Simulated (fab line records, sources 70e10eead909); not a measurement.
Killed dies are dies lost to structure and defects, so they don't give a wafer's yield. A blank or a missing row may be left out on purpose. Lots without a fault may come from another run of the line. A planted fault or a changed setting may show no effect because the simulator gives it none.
Which tool did it? | flow nand_harc | 13 lots, 37 wafers sampled, at 5 steps of a route of 1159

WHAT THE GAUGES READ, wafer by wafer
NHARC_END_SORT_01. Usual: killed_at_array 27, standard deviation 10; killed_at_other 0.6, standard deviation 0.83; killed_at_periphery 2.4, standard deviation 1.8; killed_dies 30, standard deviation 10; killed_open 3.3, standard deviation 1.7; killed_short 1.8, standard deviation 1.4.
lot  | measured     | on        | killed_at_array | killed_at_other | killed_at_periphery | killed_dies | killed_open | killed_short | flag
L522 | day 20 15:52 | prober-01 | 39 34 32        | 0 0 1           | 1 2 0               | 40 36 33    | 3 3 2       | 0 2 2        |
L524 | day 21 06:29 | prober-02 | 12 19 9         | 1 1 0           | 4 1 1               | 17 21 10    | 3 2 4       | 4 5 1        |

WHICH TOOL RAN EACH LOT (tool, then ch and the chambers of the sampled wafers, then the start)
lot  | NHARC_A_SLIT_DEP_00           | NHARC_A_SLIT_ETCH_24               | NHARC_A_SLIT_ETCH_26             | NHARC_A_WL_FILL_ALD_00
L517 | acl_dep-01 ch 0, day 13 22:14 | rie_diel-05 ch 0,3, day 14 00:52   | har_etch-02 ch 0,1, day 14 12:52 | ald_hk-03 ch 2,3, day 14 20:59
L516 | acl_dep-01 ch 0, day 14 02:21 | rie_diel-05 ch 0,3, day 14 04:59   | har_etch-01 ch 0, day 14 13:12   | ald_hk-03 ch 0,2, day 14 20:51
L519 | acl_dep-03 ch 0, day 14 15:31 | rie_diel-01 ch 1,2,3, day 14 18:20 | har_etch-02 ch 0,1, day 14 21:22 | ald_hk-03 ch 1,3, day 15 06:17
L520 | acl_dep-03 ch 0, day 15 05:46 | rie_diel-01 ch 1,3, day 15 08:40   | har_etch-02 ch 1, day 15 12:08   | ald_hk-03 ch 0,1,2, day 15 21:10
L522 | acl_dep-01 ch 0, day 15 15:32 | rie_diel-02 ch 0,2,3, day 15 17:42 | har_etch-02 ch 0,1, day 15 19:56 | ald_hk-03 ch 0,1,2, day 16 04:47
L521 | acl_dep-01 ch 0, day 15 17:50 | rie_diel-05 ch 1,2, day 15 19:40   | har_etch-01 ch 0,1, day 15 21:56 | ald_hk-02 ch 0,2,3, day 16 04:50
L525 | acl_dep-02 ch 0, day 16 03:08 | rie_diel-05 ch 0,1,3, day 16 05:58 | har_etch-02 ch 0,1, day 16 08:10 | ald_hk-02 ch 0,1,2, day 16 17:17
L524 | acl_dep-01 ch 0, day 16 04:16 | rie_diel-01 ch 0,2,3, day 16 06:53 | har_etch-01 ch 0,1, day 16 09:05 | ald_hk-02 ch 0,1, day 16 17:27
L531 | acl_dep-03 ch 0, day 17 20:28 | rie_diel-05 ch 1,2, day 17 23:27   | har_etch-01 ch 0,1, day 18 02:08 | ald_hk-02 ch 2,3, day 18 10:56
L534 | acl_dep-03 ch 0, day 18 18:23 | rie_diel-02 ch 1,2, day 18 21:12   | har_etch-01 ch 0, day 18 23:21   | ald_hk-02 ch 0,1, day 19 08:20
L538 | acl_dep-03 ch 0, day 19 19:52 | rie_diel-02 ch 1,2,3, day 19 22:49 | har_etch-02 ch 0,1, day 20 00:59 | ald_hk-03 ch 1,2,3, day 20 09:46
L537 | acl_dep-02 ch 0, day 19 20:32 | rie_diel-05 ch 0,1, day 19 23:13   | har_etch-01 ch 0,1, day 20 02:29 | ald_hk-03 ch 0,2, day 20 10:04
L539 | acl_dep-03 ch 0, day 20 14:25 | rie_diel-05 ch 0,2,3, day 20 16:34 | har_etch-02 ch 0,1, day 20 18:49 | ald_hk-04 ch 1,2,3, day 21 03:41
- NHARC_A_SLIT_DEP_00: deposits aC, target thk 3200 nm.
- NHARC_A_SLIT_ETCH_24: etches the open film in CF4/CHF3, target depth 121 nm, time 60.5 s.
- NHARC_A_SLIT_ETCH_26: etches the open film in C4F8/O2/Ar, time 90 s, target depth 400 nm.
- NHARC_A_WL_FILL_ALD_00: deposits Al2O3, target thk 3 nm, pulse time 3 s, ald cycles 30.

WHAT THE TOOLS THEMSELVES READ (means of the sampled wafers that have a number; where no wafer has one, the mark that the record gives instead)
NHARC_A_SLIT_DEP_00. Usual: throttle_valve_pct 35.001 %, standard deviation 0.0097.
lot  | tool       | throttle_valve_pct (%) | flag
L517 | acl_dep-01 | 35.002                 |
L516 | acl_dep-01 | 34.990                 |
L519 | acl_dep-03 | 34.996                 |
L520 | acl_dep-03 | 34.996                 |
L522 | acl_dep-01 | 34.991                 |
L521 | acl_dep-01 | 35.011                 |
L525 | acl_dep-02 | 34.993                 |
L524 | acl_dep-01 | 35.007                 |
L531 | acl_dep-03 | 35.016                 |
L534 | acl_dep-03 | 35.002                 |
L538 | acl_dep-03 | 35.013                 |
L537 | acl_dep-02 | 34.997                 |
L539 | acl_dep-03 | 34.992                 |

NHARC_A_SLIT_ETCH_24. Usual: cf4_flow_sccm 100.0 sccm, standard deviation 0.31; drypump_motor_current_A 5.7 A, standard deviation 0.35; oes_product_au 0.966 a.u., standard deviation 0.024; rf_vpp_V 370.3 V, standard deviation 1.9; showerhead_plenum_p_Torr 1.56 Torr, standard deviation 0.051; throttle_valve_pct 16.802 %, standard deviation 0.0092.
lot  | tool        | cf4_flow_sccm (sccm) | drypump_motor_current_A (A) | oes_product_au (a.u.) | rf_vpp_V (V) | showerhead_plenum_p_Torr (Torr) | throttle_valve_pct (%) | flag
L517 | rie_diel-05 | 100.1                | 6.0                         | 0.915                 | 371.5        | 1.61                            | 16.808                 |
L516 | rie_diel-05 | 100.1                | 6.0                         | 0.918                 | 371.9        | 1.61                            | 16.808                 |
L519 | rie_diel-01 | 99.9                 | 5.6                         | 0.965                 | 369.4        | 1.55                            | 16.800                 |
L520 | rie_diel-01 | 100.3                | 5.5                         | 0.982                 | 371.4        | 1.59                            | 16.802                 |
L522 | rie_diel-02 | 100.0                | 5.6                         | 0.975                 | 372.2        | 1.60                            | 16.800                 |
L521 | rie_diel-05 | 100.1                | 5.5                         | 0.979                 | 368.7        | 1.51                            | 16.791                 |
L525 | rie_diel-05 | 100.2                | 5.7                         | 0.975                 | 370.9        | 1.59                            | 16.805                 |
L524 | rie_diel-01 | 99.7                 | 5.8                         | 0.964                 | 370.1        | 1.53                            | 16.805                 |
L531 | rie_diel-05 | 100.1                | 5.5                         | 0.976                 | 369.2        | 1.52                            | 16.796                 |
L534 | rie_diel-02 | 99.8                 | 5.5                         | 0.960                 | 372.5        | 1.61                            | 16.798                 |
L538 | rie_diel-02 | 100.0                | 5.5                         | 0.958                 | 371.8        | 1.60                            | 16.804                 |
L537 | rie_diel-05 | 99.9                 | 5.4                         | 0.983                 | 369.7        | 1.57                            | 16.811                 |
L539 | rie_diel-05 | 100.1                | 5.9                         | 0.945                 | 370.5        | 1.56                            | 16.807                 |

NHARC_A_SLIT_ETCH_26. Usual: bias_v 399 V, standard deviation 4; drypump_motor_current_A 5.9 A, standard deviation 0.3; he_backside_leak_sccm 5.5 sccm, standard deviation 0.47; showerhead_plenum_p_Torr 3.75 Torr, standard deviation 0.08; throttle_valve_pct 27.620 %, standard deviation 0.0089.
lot  | tool        | bias_v (V) | drypump_motor_current_A (A) | he_backside_leak_sccm (sccm) | showerhead_plenum_p_Torr (Torr) | throttle_valve_pct (%) | flag
L517 | har_etch-02 | 399        | 5.8                         | 5.7                          | 3.80                            | 27.621                 |
L516 | har_etch-01 | 395        | 5.7                         | 4.5                          | 3.83                            | 27.624                 |
L519 | har_etch-02 | 399        | 5.8                         | 5.6                          | 3.81                            | 27.615                 |
L520 | har_etch-02 | 399        | 5.7                         | 5.6                          | 3.83                            | 27.619                 |
L522 | har_etch-02 | 402        | 5.8                         | 5.8                          | 3.80                            | 27.620                 |
L521 | har_etch-01 | 399        | 5.9                         | 5.1                          | 3.77                            | 27.616                 |
L525 | har_etch-02 | 398        | 5.8                         | 5.8                          | 3.80                            | 27.610                 |
L524 | har_etch-01 | 396        | 6.1                         | 5.2                          | 3.70                            | 27.613                 |
L531 | har_etch-01 | 400        | 6.0                         | 5.2                          | 3.71                            | 27.608                 |
L534 | har_etch-01 | 396        | 5.6                         | 5.1                          | 3.81                            | 27.616                 |
L538 | har_etch-02 | 400        | 5.8                         | 5.7                          | 3.78                            | 27.621                 |
L537 | har_etch-01 | 402        | 5.9                         | 5.1                          | 3.74                            | 27.619                 |
L539 | har_etch-02 | 402        | 5.8                         | 6.0                          | 3.76                            | 27.629                 |

NHARC_A_WL_FILL_ALD_00. Usual: heater_power_w 474 W, standard deviation 38; precursor_pulse_height_rel 1.002, standard deviation 0.023.
lot  | tool      | heater_power_w (W) | precursor_pulse_height_rel | flag
L517 | ald_hk-03 | 488                | 1.012                      |
L516 | ald_hk-03 | 485                | 0.983                      |
L519 | ald_hk-03 | 486                | 1.017                      |
L520 | ald_hk-03 | 471                | 1.016                      |
L522 | ald_hk-03 | 462                | 0.999                      |
L521 | ald_hk-02 | 472                | 0.994                      |
L525 | ald_hk-02 | 459                | 1.019                      |
L524 | ald_hk-02 | 429                | 0.974                      |
L531 | ald_hk-02 | 496                | 0.994                      |
L534 | ald_hk-02 | 438                | 1.007                      |
L538 | ald_hk-03 | 468                | 1.007                      |
L537 | ald_hk-03 | 478                | 0.986                      |
L539 | ald_hk-04 | 469                | 1.005                      |

THE ANSWER, worked out from the rows above alone
Rule: a lot is off if the mean of its wafers that have a number lies more than 3 standard deviations from the usual mean. A lot without any number at a reading at which 4 lots or more have one is off too. The other lots that the step has rows for count as sound. The gauges are gone through in route order, then the tools' own readings, and for those a lot's mean is taken as printed above. The first step at which some lot is off is used, and at that step the reading that is off furthest; a lot without a number counts as furthest.
No lot is off at any reading shown: from this, nothing can be told.

WHAT THE SIMULATOR HAD PUT IN
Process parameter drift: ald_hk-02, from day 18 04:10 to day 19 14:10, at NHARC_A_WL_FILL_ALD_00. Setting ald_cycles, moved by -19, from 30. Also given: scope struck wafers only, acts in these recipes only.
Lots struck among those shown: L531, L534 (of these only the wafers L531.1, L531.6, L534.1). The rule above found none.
